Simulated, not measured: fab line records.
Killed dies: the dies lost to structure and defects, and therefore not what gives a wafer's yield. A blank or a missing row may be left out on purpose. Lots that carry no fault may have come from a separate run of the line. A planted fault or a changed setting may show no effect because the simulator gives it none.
A struck lot beside a sound one / flow nand-harc / 17 out of 1302 route steps
Sound: the wafers L793.2, L793.3, L793.6. Wafers struck: L791.1, L791.2, L791.3. At the end, the cause is stated.
For every step that has rows: the tool of each side, followed by ch and its chambers, followed by its first start. Under that, the readings that differ: sound wafers / struck wafers / difference of the means / sigmas: that difference in standard deviations of wafers without a fault.
alike: readings whose means differ by less than 2 such deviations, and words and numbers that are the same on both sides. not compared: withheld readings, readings that some wafer has no value for, bounds like >300 that may hide the same value, and numbers for which the record gives no deviation and whose values overlap.
Wherever a step has rows on one side only, a row that says differs or no value, or a row with sigmas, the two part there. Numbers that don't overlap but have no deviation are shown without sigmas and don't part them. A reading that every wafer of one side lacks parts them only if that side has two wafers or more.

NHARC_P_M1_INSPECT_11:
  sound on defect-inspect-01 at day 13 12:26; struck on defect-inspect-02 at day 13 00:18
  alike: raw-defect-count
NHARC_P_M1_DESCUM_14: chemistry O2, time 3 s.
  sound on rie-diel-13 ch 1,2,3, day 13 12:31; struck on rie-diel-13 ch 0,1,2, day 13 00:22
  alike: drypump-motor-current-A, oes-product-au, rf-vpp-V, showerhead-plenum-p-Torr, throttle-valve-pct
  not compared: rf-hours-counter-h
NHARC_P_M1_ETCH_35: etches the open film in N2/H2, target depth 40 nm, overetch 12 nm, time 43.94 s.
  sound on rie-diel-13 ch 1,2,3, day 13 12:35; struck on rie-diel-13 ch 0,1,3, day 13 00:27
  alike: bias-w, drypump-motor-current-A, oes-product-au, rf-vpp-V, showerhead-plenum-p-Torr, throttle-valve-pct
  not compared: rf-hours-counter-h
then, 1 step without rows for these wafers: NHARC_P_M1_ETCH_15 (etches the open film in C4F8/Ar, target depth 182.5 nm, time 91.2 s).
NHARC_P_M1_CD_MEAS_16:
  sound on cd-sem-01 at day 13 12:48; struck on cd-sem-02 at day 13 00:40
  alike: cd-nm
NHARC_P_M1_STRIP_18: strips in N2/H2.
  sound on rie-diel-05 ch 0,2,3, day 13 12:54; struck on rie-diel-07 ch 0,1,2, day 13 00:44
  alike: drypump-motor-current-A, oes-product-au, power-w, rf-vpp-V, showerhead-plenum-p-Torr, throttle-valve-pct
  not compared: rf-hours-counter-h
then, 3 steps without rows for these wafers: NHARC_P_M1_ETCH_28 (etches the open film in CF4/N2, target depth 30 nm, time 72.99 s); NHARC_P_M1_STRIP_19 (strips in post etch residue remover, time 600 s); NHARC_P_M1_DEGAS_29 (time 60 s).
NHARC_P_M1_PRE_CLEAN_30: time 30 s.
  sound on pvd-sputter-03; struck on pvd-sputter-01
  alike: heater-power-w
then, 2 steps without rows for these wafers: NHARC_P_M1_PVD_20 (deposits TaN, target thk 5 nm, time 8.06 s); NHARC_P_M1_PVD_21 (deposits Cu, target thk 30 nm, time 20.49 s).
NHARC_P_M1_ECD_22: material Cu, target thk 400 nm.
  sound on ecd-cu-02 ch 0,1, day 13 13:56; struck on ecd-cu-01 ch 0,1, day 13 02:16
NHARC_P_M1_ANNEAL_31: time 90 s.
  sound on rtp-anneal-02 ch 0, day 13 14:18; struck on rtp-anneal-02 ch 0, day 13 02:50
  alike: wafer_temp_C_max
NHARC_P_M1_CMP_23: polishes, t overpolish 20 s, target thk 157.82 nm.
  sound on cmp-02 ch 0,1,3, day 13 14:36; struck on cmp-04 ch 1,2,3, day 13 03:10
reading=time-to-endpoint-s (s); sound=25.1 28.5 32.3; struck=59.2 60.4 53.6; difference=+29.1; sigmas=+13
  alike: motor-current-A
NHARC_P_M1_THK_MEAS_24: measures by xrf.
  sound on film-metro-02 at day 13 14:55; struck on film-metro-02 at day 13 03:29
  alike: thk-nm
NHARC_END_SORT_01:
  the record has rows for the sound wafers here (prober-01 ch 0, day 31 22:01) and none for the struck ones

== WHERE THEY PART ==
Last at NHARC_END_SORT_01 as far as this record goes, first at NHARC_P_M1_CMP_23.

WHY: what the simulator had put in
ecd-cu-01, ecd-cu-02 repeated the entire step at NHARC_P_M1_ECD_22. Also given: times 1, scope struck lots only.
